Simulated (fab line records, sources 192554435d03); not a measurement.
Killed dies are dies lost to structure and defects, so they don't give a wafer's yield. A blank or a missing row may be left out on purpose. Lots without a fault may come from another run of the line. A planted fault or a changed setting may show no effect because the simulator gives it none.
fab line records | flow n5_finfet
record lots=5 wafers=15 last_day=18
route steps=1938 shown SD_EPI_P@309 SD_ACTIVATION@330 ILD0@335 SDB@347 BEOL_M4@1111 PASSIVATION@1936
lots that met no fault: from a run of the same line without faults
start_h: hours from the record's first day to the start of the lot's first wafer shown | wait_h: hours since the lot's step before | " the same as in the row above | L1.1+2: a row that stands for several wafers | - no value, or no start given | * or withheld: withheld | < > ~ a bound
route shown NAME@n: a module of which the file shows steps, and the number in the route of the first | usual: mean/standard deviation of fault-free wafers | same: alike in all rows | chamber/n: place in a boat | sites: the reading at each site | _std_site: their standard deviation | _edge_site: outer sites' mean less inner sites' | radius_mm: how far each site lies from the wafer's centre | mask NAME#n: copy n | behind: the tool/chamber that last shaped the wafer | hold: why the lot was held/for how many hours/how that ended | device: the transistor (n, p or np) that didn't switch | end of line: the same wafers' tests at the end of the route | a step without rows: its recipe alone | killed: dies lost to structure and defects at the first sort, not the wafer's yield | map: a wafer's dies, x killed, . not, _ none there
set.NAME: the setting as run; set.NAME@STEP: as run at that earlier step | model.NAME: the simulator's own value behind a step, which no gauge read
lots at some steps of the route; a table a step, a row a wafer
## steps
# step N5_SD_EPI_P_STRIP_38
# recipe chemistry=N2/H2 temp_c=40 n2_flow_sccm=200 h2_flow_sccm=200 rf_frequency_hz=6e+07
# step N5_SD_EPI_P_ETCHBACK_46
# recipe chemistry=CH3F/O2 mode=anisotropic_etchback target=SiNx target_depth_a=175 stop_on=SiO2 over_etch_frac=0.3 ion_energy_ev=120 pressure_mtorr=30 source_w=395 bias_w=73 Ar_flow_sccm=150 CH3F_flow_sccm=30 O2_flow_sccm=20
# step N5_SD_EPI_P_ETCH_47
# recipe chemistry=CH3F/O2 target=SiOCN target_depth_a=250 mask_material=SOC ion_energy_ev=60 bias_w=29 pressure_mtorr=30 source_w=410 Ar_flow_sccm=150 CH3F_flow_sccm=30 O2_flow_sccm=20
# step N5_SD_EPI_P_ETCH_16
# recipe chemistry=CHF3/O2 target=SiO2 target_depth_a=50 mask_material=SOC pressure_mtorr=30 source_w=650 bias_w=170 Ar_flow_sccm=200 CHF3_flow_sccm=50 O2_flow_sccm=5 ion_energy_ev=200
# step N5_SD_EPI_P_STRIP_50
# recipe chemistry=CHF3/O2 resist=SiARC rf_frequency_hz=6e+07
# step N5_SD_EPI_P_SD_RECESS_17
# recipe chemistry=HBr/Cl2/O2 target_depth_a=391 bt_time_s=3 pressure_mtorr=10 icp_w=800 bias_w=112 HBr_flow_sccm=150 Cl2_flow_sccm=80 O2_flow_sccm=12
# step N5_SD_EPI_P_WET_ETCH_45
# recipe chemistry=dHF dilution=withheld time_s=10.7 target=SiO2 target_depth_a=20 temp_c=25 dry=ipa_marangoni rinse_time_s=30 rinse_temp_c=23
# step N5_SD_EPI_P_STRIP_40
# recipe chemistry=N2/H2 power_w=1000 temp_c=250 h2_frac=0.65 overash_fraction=0.3 pressure_mtorr=withheld n2_flow_sccm=1750 h2_flow_sccm=3250
# step N5_SD_EPI_P_PRECLEAN_52
# recipe chemistry=O3/DIW time_s=60 temp_c=22 o3_ppm=10
# step N5_SD_EPI_P_SRD_20
# recipe dry=ipa_marangoni do_ppb=5 time_s=30 temp_c=23 rinse_liquid=diw
# step N5_SD_EPI_P_PRECLEAN_51
# recipe chemistry=NF3:NH3 afs_cycles=1 temp_c=30 time_s=20 sublimation_temp_c=180 sublimation_time_s=60 pressure_torr=3 rf_power_w=30
# step N5_SD_EPI_P_VAPOR_ETCH_44
# recipe chemistry=NF3/Ar target=SiGe30 temp_c=25 time_s=3.3 mode=isotropic
# step N5_SD_EPI_P_EPI_21
# recipe material=SiGe:B dopant=B temp_c=550 pressure_torr=20 ambient=H2 time_s=355
# columns lot.wafer tool chamber start_h wait_h
L883.1+3+6 epi_rpcvd-01 0 122.57 0.1
L886.2+5+6 epi_rpcvd-01 0 144.57 0.5
L888.3+5+6 epi_rpcvd-01 0 163.66 1.4
L891.3+4+5 epi_rpcvd-01 0 169.91 0.8
L893.4+5+6 epi_rpcvd-02 0 182.57 1.1
# step N5_SD_EPI_P_HM_STRIP_48
# recipe chemistry=H3PO4 temp_c=160 material=SiNx target=SiNx target_depth_a=30 overetch_fraction=0.3
# step N5_SD_EPI_P_SRD_49
# recipe dry=ipa_marangoni time_s=30 temp_c=23 rinse_liquid=diw
# step N5_SD_EPI_P_PRECLEAN_24
# recipe chemistry=O3/DIW time_s=45 temp_c=22 o3_ppm=10
# step N5_SD_EPI_P_PRECLEAN_32
# recipe chemistry=dHF time_s=10 dilution=500:1 temp_c=25
# step N5_SD_EPI_P_PRECLEAN_33
# recipe chemistry=SC2 time_s=45 temp_c=35 mix=1:1:50
# step N5_SD_EPI_P_SRD_25
# recipe time_s=30 temp_c=23 rinse_liquid=diw dry=ipa_marangoni
# step N5_SD_ACTIVATION_RTA_00
# recipe temp_c=975 time_s=0 ambient=N2 idle_temp_c=600 ramp_up_c_per_s=150 ramp_down_c_per_s=60 cool_to_c=600
# step N5_SD_ACTIVATION_LSA_01
# recipe temp_c=1080 time_s=0.0008 ambient=N2
# step N5_SD_ACTIVATION_RS_MEAS_03
# recipe thk_meas_gauge=four-point-probe
# usual RS_SD_N=21.99/0.3 RS_SD_P=56.3/0.82
# columns lot.wafer tool chamber start_h wait_h RS_SD_N[ohm/sq] RS_SD_P[ohm/sq]
L883.1 film_metro-01 - 125.37 0.2 22.27 55.8
L883.3 " - " " 22.17 55.2
L883.6 " - " " 22.17 55.9
L886.2 film_metro-01 - 147.04 0.2 22.10 114.4
L886.5 " - " " 22.14 114.4
L886.6 " - " " 22.25 113.5
L888.3 film_metro-02 - 167.02 0.2 22.39 113.6
L888.5 " - " " 21.87 114.0
L888.6 " - " " 22.17 114.6
L891.3 film_metro-01 - 172.61 0.2 21.76 118.7
L891.4 " - " " 21.85 116.5
L891.5 " - " " 21.82 118.8
L893.4 film_metro-02 - 184.37 0.1 21.69 55.3
L893.5 " - " " 21.81 54.7
L893.6 " - " " 21.97 54.9
# step N5_ILD0_LINER_00
# recipe material=SiNx target_thk_a=40 temp_c=400 ald_precursor_family=SiH2I2 ald_co_reactant=N2/H2-plasma pulse_time_s=1 purge_time_s=2 co_reactant_purge_time_s=2 ald_cycles=80 pressure_torr=2
# step N5_ILD0_FCVD_FILL_01
# recipe material=SiO2_flowable target_thk_a=2000 temp_c=100 pressure_torr=0.8 rf_w=2000 time_s=328.3
# step N5_ILD0_CURE_02
# recipe temp_c=450 time_s=1800 ambient=steam idle_temp_c=400 ramp_up_c_per_min=5 ramp_down_c_per_min=3 densification_p_h2o_torr=640
# step N5_ILD0_CMP_03
# recipe stop_on=SiNx t_overpolish_s=1.9 post_cmp_clean=alkaline_brush down_force_psi=4.1491 platen_rpm=51.796 pad_velocity_m_s=1.0306 target_thk_nm=197.38
# step N5_ILD0_CMP_07
# recipe stop_on=poly-Si material=SiO2_flowable t_overpolish_s=1.18 post_cmp_clean=alkaline_brush down_force_psi=4.1491 platen_rpm=51.796 pad_velocity_m_s=1.0306 target_thk_nm=138.88
# step N5_ILD0_PRECLEAN_10
# recipe chemistry=NF3:NH3 afs_cycles=5 time_s=20 temp_c=30 sublimation_temp_c=180 sublimation_time_s=60 pressure_torr=3 rf_power_w=30
# step N5_ILD0_ALD_15
# recipe material=SiNx target_thk_a=240 temp_c=400 ald_precursor_family=SiH2I2 ald_co_reactant=N2/H2-plasma pulse_time_s=1 ald_cycles=480 purge_time_s=2 co_reactant_purge_time_s=2 pressure_torr=2
# step N5_ILD0_CMP_12
# recipe stop_on=poly-Si material=SiNx t_overpolish_s=6 post_cmp_clean=alkaline_brush down_force_psi=2.5 platen_rpm=51.8 pad_velocity_m_s=1.0307 target_thk_nm=17.67
# step N5_SDB_HM_DEP_00
# recipe material=SiNx target_thk_a=400 temp_c=400 precursor=SiH4/NH3/N2 pressure_torr=1.5 rf_w=300 time_s=35.3
# step N5_SDB_COAT_03
# recipe resist=SOC temp_c=250 time_s=60 spin_rpm=1500 resist_thk_nm=100
# step N5_SDB_COAT_04
# recipe resist=SiARC temp_c=220 time_s=60 spin_rpm=1500 resist_thk_nm=18
# step N5_SDB_COAT_05
# recipe resist=CAR-ArF spin_rpm=1500 resist_thk_nm=90
# step N5_BEOL_M4_RC_MEAS_101
# usual DIBL_N=36.4/1.9 DIBL_P=35.8/2.1 IOFF_N=0.158/0.029 IOFF_P=0.21/0.035 IOFF_P_85C=3.6/0.51 IOFF_P_LIN=0.101/0.013 ION_N=676/14 ION_P=465/9.7 RC_DENSE_P=23.7/0.64 RC_P=19.4/0.52 REXT_P=100.8/2.2 RS_SD_P=66.2/0.94 SS_N=71.5/0.66 SS_P=73.4/0.7 VT_N=249.8/3 VT_P=-250/3.3 VT_P_LVT=-98.6/2.8
# columns lot.wafer tool chamber start_h wait_h DIBL_N[mV/V] DIBL_P[mV/V] IOFF_N[nA/um] IOFF_P[nA/um] IOFF_P_85C[nA/um] IOFF_P_LIN[nA/um] ION_N[uA/um] ION_P[uA/um] RC_DENSE_P[ohm.um] RC_P[ohm.um] REXT_P[ohm.um] RS_SD_P[ohm/sq] SS_N[mV/dec] SS_P[mV/dec] VT_N[mV] VT_P[mV] VT_P_LVT[mV]
L883.1 prober-01 0 261.42 0.0 37.8 35.2 0.151 0.22 3.8 0.103 683 471 23.6 19.1 101.9 65.8 71.0 72.9 250.4 -248 -98.2
L883.3 " 0 " " 40.6 38.5 0.198 0.29 4.8 0.125 683 471 23.6 19.1 100.5 65.6 72.2 74.6 246.2 -243 -94.2
L883.6 " 0 " " 38.2 35.6 0.163 0.23 3.9 0.108 692 475 23.3 18.9 101.1 65.7 70.8 73.0 246.3 -249 -97.2
L886.2 prober-01 0 282.30 0.2 34.5 29.2 0.146 0.11 2.1 0.062 689 421 40.6 33.2 170.0 126.4 71.3 71.9 249.5 -259 -104.5
L886.5 " 0 " " 39.2 34.7 0.254 0.17 3.1 0.083 710 429 40.7 33.2 170.0 126.7 72.0 74.0 240.3 -253 -99.4
L886.6 " 0 " " 34.2 28.1 0.144 0.10 2.1 0.060 683 413 40.5 33.2 171.6 126.5 70.6 71.2 245.0 -257 -105.7
L888.3 prober-02 0 302.63 0.3 36.1 29.9 0.161 0.13 2.4 0.070 697 428 39.8 32.6 171.8 127.4 71.9 72.5 247.4 -256 -103.1
L888.5 " 0 " " 37.6 31.5 0.190 0.14 2.6 0.075 706 432 40.6 32.9 172.7 127.6 71.6 72.8 245.1 -255 -103.9
L888.6 " 0 " " 37.1 29.6 0.166 0.12 2.3 0.068 682 415 40.2 32.7 174.0 127.9 71.3 72.4 246.5 -256 -105.4
L891.3 prober-02 0 324.90 0.3 38.6 32.5 0.179 0.13 2.4 0.065 663 397 39.9 32.5 175.1 131.3 72.1 72.3 248.3 -264 -108.7
L891.4 " 0 " " 36.1 29.8 0.136 0.10 1.9 0.053 684 409 40.2 33.0 176.3 130.3 72.0 72.5 253.9 -267 -112.3
L891.5 " 0 " " 38.3 32.7 0.184 0.12 2.3 0.064 693 415 39.7 32.6 174.1 132.6 72.3 73.9 248.4 -260 -109.1
L893.4 prober-01 0 329.50 0.5 37.9 38.4 0.179 0.25 4.2 0.115 670 466 23.6 19.1 99.1 65.3 71.5 73.8 248.2 -248 -96.3
L893.5 " 0 " " 35.1 34.9 0.138 0.20 3.5 0.097 677 472 23.6 19.6 100.9 64.7 71.1 73.2 250.4 -248 -99.5
L893.6 " 0 " " 35.4 35.2 0.138 0.21 3.6 0.101 687 477 23.5 18.9 99.0 65.0 71.3 72.8 249.3 -250 -98.9
# step N5_PASSIVATION_PROBE_49
# usual defect_limited_yield=91.3/1.3 killed_at_M0_to_M3=34/9.1 killed_at_M4_up=14/5.6 killed_at_contacts=13/5.9 killed_at_front_end=39/11 killed_at_other=3.6/3 killed_dies=102/16 killed_open=68/12 killed_short=33/7.3 sort_bin_4_leakage=0.00/0.01 sort_bin_5_function=5.2/0.89 sort_bin_6_memory=3.2/0.68 sort_bin_8_speed=0.00/0.027 sort_n_pass=1078/16 sort_yield_pct=91.3/1.3
# same gross_dies=1180 killed_at_back_side=0
# columns lot.wafer tool chamber start_h wait_h defect_limited_yield[%] killed_at_M0_to_M3 killed_at_M4_up killed_at_contacts killed_at_front_end killed_at_other killed_dies killed_open killed_short sort_bin_4_leakage[%] sort_bin_5_function[%] sort_bin_6_memory[%] sort_bin_8_speed[%] sort_n_pass sort_yield_pct[%]
L883.1 prober-01 - 368.32 0.0 89.7 42 13 13 46 8 122 72 42 0 5.9 3.6 0 1058 89.7
L883.3 prober-01 - 368.42 0.1 89.8 29 21 7 62 1 120 82 36 0 6.1 4.0 0 1060 89.8
L883.6 prober-01 - 368.57 0.3 90.5 26 32 6 41 7 112 71 40 0 4.8 4.0 0 1068 90.5
L886.2 prober-01 - 397.98 0.1 91.7 38 9 7 42 2 98 60 35 0 5.2 2.5 77.80 164 13.9
L886.5 prober-01 - 398.13 0.2 93.6 26 12 9 24 4 75 54 20 0.08 4.5 1.9 40.68 624 52.9
L886.6 prober-01 - 398.18 0.3 91.8 45 18 5 29 0 97 59 36 0 5.6 2.4 91.44 4 0.3
L888.3 prober-02 - 416.20 0.1 92.3 25 15 11 39 1 91 62 27 0 4.6 3.1 32.63 704 59.7
L888.5 prober-02 - 416.30 0.2 93.2 15 13 10 41 1 80 46 32 0 4.4 2.0 28.14 768 65.1
L888.6 prober-02 - 416.35 0.3 91.6 30 14 24 29 2 99 72 26 0 4.2 3.7 91.10 6 0.5
L893.4 prober-02 - 436.34 0.2 91.5 33 8 28 28 3 100 65 34 0 5.7 2.6 0 1080 91.5
L893.5 prober-02 - 436.39 0.2 92.6 18 8 15 41 5 87 56 30 0 4.3 2.9 0 1093 92.6
L893.6 prober-02 - 436.44 0.3 91.4 20 30 21 28 3 102 76 26 0 5.8 2.7 0 1078 91.4
L891.3 prober-01 - 439.91 0.1 92.8 26 15 8 35 1 85 54 30 0 4.6 2.2 92.80 0 0
L891.4 prober-01 - 439.96 0.2 89.3 28 12 17 61 8 126 68 49 0 5.2 4.8 89.24 1 0.1
L891.5 prober-01 - 440.01 0.2 90.3 24 10 9 69 2 114 60 45 0 4.5 4.1 84.41 70 5.9
# killed by level:class
L883.1 FIN_SAQP:geometric_particle:short=17 BEOL_M2:geometric_particle:open=14 FIN_SAQP:geometric_particle:open=12 MOL_CONTACT_COAG:geometric_particle:open=9 BEOL_M0_SAQP:geometric_particle:open=9 BEOL_M0_SAQP:geometric_particle:short=8 BEOL_M4:geometric_particle:open=6 STI_FIN_REVEAL:geometric_particle:open=5
L883.3 FIN_SAQP:geometric_particle:open=27 FIN_SAQP:geometric_particle:short=16 BEOL_M4:geometric_particle:open=15 BEOL_M2:geometric_particle:open=8 DUMMY_GATE:geometric_particle:open=6 MOL_CONTACT_COAG:geometric_particle:open=5 BEOL_M0_SAQP:geometric_particle:short=5 BEOL_M0_SAQP:geometric_particle:open=4
L883.6 BEOL_M4:geometric_particle:open=19 FIN_SAQP:geometric_particle:short=15 FIN_SAQP:geometric_particle:open=12 BEOL_M0_SAQP:geometric_particle:open=8 BEOL_M0_SAQP:geometric_particle:short=8 BEOL_M5:geometric_particle:open=5 MOL_CONTACT_COAG:geometric_particle:open=5 STARTING-WAFER:geometric_particle:open=5
L886.2 BEOL_M0_SAQP:geometric_particle:open=15 BEOL_M0_SAQP:geometric_particle:short=12 FIN_SAQP:geometric_particle:short=8 MOL_CONTACT_COAG:geometric_particle:open=7 DUMMY_GATE:geometric_particle:open=6 BEOL_M4:geometric_particle:open=6 BEOL_M3:geometric_particle:open=6 STI_FIN_REVEAL:geometric_particle:open=5
L886.5 BEOL_M2:geometric_particle:open=8 MOL_CONTACT_COAG:geometric_particle:open=7 BEOL_M0_SAQP:geometric_particle:open=6 FIN_SAQP:geometric_particle:open=5 DUMMY_GATE:geometric_particle:open=5 BEOL_M4:geometric_particle:open=5 BEOL_M0_SAQP:geometric_particle:short=4 FIN_SAQP:geometric_particle:short=3
L886.6 BEOL_M0_SAQP:geometric_particle:short=10 BEOL_M0_SAQP:geometric_particle:open=9 FIN_SAQP:geometric_particle:short=6 BEOL_M3:geometric_particle:open=6 BEOL_M4:geometric_particle:open=6 STI_FIN_REVEAL:geometric_particle:open=5 MOL_CONTACT_COAG:geometric_particle:open=5 BEOL_M1:geometric_particle:open=5
L888.3 STI_FIN_REVEAL:geometric_particle:open=10 BEOL_M4:geometric_particle:open=10 FIN_SAQP:geometric_particle:short=9 MOL_CONTACT_COAG:geometric_particle:open=9 FIN_SAQP:geometric_particle:open=6 BEOL_M0_SAQP:geometric_particle:short=6 BEOL_M0_SAQP:geometric_particle:open=6 BEOL_M1:geometric_particle:open=4
L888.5 FIN_SAQP:geometric_particle:open=11 STI_FIN_REVEAL:geometric_particle:open=8 MOL_CONTACT_COAG:geometric_particle:open=7 FIN_SAQP:geometric_particle:short=5 GATE_CUT:geometric_particle:short=5 BEOL_M0_SAQP:geometric_particle:short=5 BEOL_M4:geometric_particle:short=4 MOL_CONTACT_COAG:geometric_particle:short=3
L888.6 MOL_CONTACT_COAG:geometric_particle:open=18 BEOL_M0_SAQP:geometric_particle:open=7 BEOL_M3:geometric_particle:open=7 BEOL_M4:geometric_particle:open=7 DUMMY_GATE:geometric_particle:open=6 GATE_CUT:geometric_particle:short=6 MOL_CONTACT_COAG:geometric_particle:short=6 BEOL_M2:geometric_particle:open=6
L893.4 MOL_CONTACT_COAG:geometric_particle:open=21 BEOL_M1:geometric_particle:open=8 FIN_SAQP:geometric_particle:open=7 MOL_CONTACT_COAG:geometric_particle:short=7 BEOL_M0_SAQP:geometric_particle:short=7 FIN_SAQP:geometric_particle:short=5 STI_FIN_REVEAL:geometric_particle:open=5 BEOL_M0_SAQP:geometric_particle:open=5
L893.5 STI_FIN_REVEAL:geometric_particle:open=12 MOL_CONTACT_COAG:geometric_particle:open=11 FIN_SAQP:geometric_particle:short=9 STARTING-WAFER:geometric_particle:open=6 BEOL_M3:geometric_particle:open=5 FIN_SAQP:geometric_particle:open=4 MOL_CONTACT_COAG:geometric_particle:short=4 STI_FIN_REVEAL:geometric_particle:short=3
L893.6 MOL_CONTACT_COAG:geometric_particle:open=19 BEOL_M4:geometric_particle:open=18 BEOL_M0:geometric_particle:open=6 FIN_SAQP:geometric_particle:open=5 BEOL_M5:geometric_particle:open=5 FIN_SAQP:geometric_particle:short=4 GATE_CUT:geometric_particle:short=4 BEOL_M1:geometric_particle:open=4
L891.3 FIN_SAQP:geometric_particle:short=10 BEOL_M5:geometric_particle:open=7 BEOL_M0_SAQP:geometric_particle:short=6 FIN_SAQP:geometric_particle:open=5 BEOL_M0_SAQP:geometric_particle:open=5 BEOL_M2:geometric_particle:open=5 BEOL_M3:geometric_particle:open=5 STI_FIN_REVEAL:geometric_particle:open=4
L891.4 FIN_SAQP:geometric_particle:short=19 FIN_SAQP:geometric_particle:open=13 BEOL_M0_SAQP:geometric_particle:short=11 MOL_CONTACT_COAG:geometric_particle:open=10 BEOL_M0_SAQP:geometric_particle:open=10 BEOL_M5:geometric_particle:open=6 STI_FIN_REVEAL:geometric_particle:open=5 DUMMY_GATE:geometric_particle:open=4
L891.5 FIN_SAQP:geometric_particle:short=26 FIN_SAQP:geometric_particle:open=17 HKMG_FIN:area_etch=8 BEOL_M2:geometric_particle:open=7 MOL_CONTACT_COAG:geometric_particle:short=5 STARTING-WAFER:geometric_particle:open=5 STI_FIN_REVEAL:geometric_particle:open=4 MOL_CONTACT_COAG:geometric_particle:open=4
# map L886.2 (x killed, . not)
_________________............________________
______________.............x...._____________
___________....x.....xxx...........__________
__________.....................x...._________
________........x.......x............._______
_______.............x..................______
______.xx........x..................x..._____
_____.x....................x...x.........____
____x..........x..........................___
___.x..........x..........x.....x........x.__
___...................................x....__
__...x........x............................._
__x....................x...........x........_
_.....x......x...............................
_.........x.................................x
_........x.x........x........x..........x....
_.x.x.................x..x...................
_..................xx.....x....x......x......
_...............x....x.......x...............
_......x..x...x.xx....................x..x...
_..x.........................................
__............x............................._
__.........x........x.........x...........xx_
___...............................x.....x..__
___.......x.........x.....x.......xx.......__
____...............x...x.xxx.....x........___
_____..............x..............x..x...____
______...............................x.._____
_______............x...x...............______
________.........x.x.....x..x...x....._______
__________.......x....x....x......x._________
___________..................x.....__________
______________...x.x.......x...x_____________
_________________..x.........________________
# map L888.6 (x killed, . not)
_________________..x.....x...________________
______________...............xx._____________
___________...................x....__________
__________......x..x................_________
________.............x.xx......x......_______
_______................................______
______............x.....x.....x...x....._____
_____x..........x............x...........____
____.....x.......................x.x......___
___............................x..........x__
___.....x...x.......x...xx............x....__
__.x..x..x......................x...x.x.x..._
__............x....x.....x.............xx..._
_..............................x.............
_.........................x.............x....
_x........................x..x...............
_......x..........x...........x..............
_.......................................x....
_............................................
_...............................xx....x......
_...x....xx.........x..............x.........
__.....x.........x.........................._
__....................x..x.............x.x.._
___..x..................x............x.....__
___.....................x............x.....__
____......x........x.x..x................x___
_____.......xx..................x.......x____
______.....x.........x.........x..x...x._____
_______...x............x...............______
________...x...x....x.............x..._______
__________.....x...x...x...x........_________
___________..x...................x.__________
______________.x.........x......_____________
_________________.x..........________________
## key
first_sign step=N5_SD_ACTIVATION_RS_MEAS_03 reading=RS_SD_P direction=up sigmas=72 usual=56.3 struck=115.4
effect step=N5_BEOL_M4_RC_MEAS_101 reading=RS_SD_P direction=up sigmas=66 usual=66.2 struck=128.5
effect step=N5_BEOL_M4_RC_MEAS_101 reading=REXT_P direction=up sigmas=33 usual=100.8 struck=172.8
effect step=N5_BEOL_M4_RC_MEAS_101 reading=RC_P direction=up sigmas=26 usual=19.4 struck=32.9
effect step=N5_BEOL_M4_RC_MEAS_101 reading=RC_DENSE_P direction=up sigmas=26 usual=23.7 struck=40.3
effect step=N5_BEOL_M4_RC_MEAS_101 reading=ION_P direction=down sigmas=4.8 usual=465 struck=418
effect step=N5_BEOL_M4_RC_MEAS_101 reading=VT_P direction=down sigmas=2.6 usual=-250 struck=-258
effect step=N5_BEOL_M4_RC_MEAS_101 reading=IOFF_P_LIN direction=down sigmas=2.6 usual=0.101 struck=0.067
effect step=N5_BEOL_M4_RC_MEAS_101 reading=VT_P_LVT direction=down sigmas=2.5 usual=-98.6 struck=-105.8
effect step=N5_BEOL_M4_RC_MEAS_101 reading=IOFF_P_85C direction=down sigmas=2.5 usual=3.6 struck=2.4
effect step=N5_BEOL_M4_RC_MEAS_101 reading=IOFF_P direction=down sigmas=2.5 usual=0.21 struck=0.12
effect step=N5_BEOL_M4_RC_MEAS_101 reading=DIBL_P direction=down sigmas=2.4 usual=35.8 struck=30.9
effect step=N5_PASSIVATION_PROBE_49 reading=sort_bin_8_speed direction=up sigmas=99+ usual=0.00 struck=69.80
met_at N5_SD_EPI_P_EPI_21
struck_wafers L886.2,L886.5,L886.6,L888.3,L888.5,L888.6,L891.3,L891.4,L891.5
onset_between 122.57 144.57
fault kind=process_parameter_drift tool=epi_rpcvd-01 chamber=- onset_h=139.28 steps=N5_SD_EPI_P_EPI_21 channel=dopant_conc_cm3 offset=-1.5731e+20 shape=step end_h=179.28 stated=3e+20
